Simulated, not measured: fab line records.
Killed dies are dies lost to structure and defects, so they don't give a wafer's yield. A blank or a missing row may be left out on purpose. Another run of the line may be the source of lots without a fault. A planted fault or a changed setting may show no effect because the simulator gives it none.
Chamber matching -- flow nandHarc -- NHARC_A_CHANNEL_FILL_D1_ALD_14 on aldHk-01: 4 sister chambers
The step deposits SiO2, target thk 2.5 nm, pulse time 10 s, ald cycles 25. 4 wafers are shown with their chamber, then 7 later ones without.

## WAFERS, EACH WITH ITS CHAMBER
wafer,chamber,heaterPowerOuterW (W)
L086.1,1,245
L086.3,0,235
L092.1,2,305
L092.4,3,287

## WAFERS WITH NO CHAMBER GIVEN
wafer,heaterPowerOuterW (W)
L092.5,307
L091.3,280
L091.4,313
L091.5,310
L090.2,280
L090.4,232
L090.5,307

## CHAMBER TAKEN BY EACH
wafer,from the rows above,in truth
L092.5,2,2
L091.3,3,3
L091.4,2,2
L091.5,2,2
L090.2,3,3
L090.4,can't be placed: 0 or 1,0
L090.5,2,2
6 of 7 placed correctly. From these rows, 1 cannot be placed; in 1 the true chamber is one of the candidates. 0 placed wrongly.
How it was worked out, from the rows above alone: a wafer's distance from a chamber is the root of the sum, over the readings, of the square of ((its reading less the chamber's mean) divided by the reading's scatter). If the next closest chamber is less than 2 further off than the closest, the wafer can't be placed; otherwise it belongs to the closest. A chamber's mean is the mean of its shown wafers. The scatter: with one shown wafer a chamber, the root of the mean of the squares of how far each hidden wafer lies from its nearest shown one.
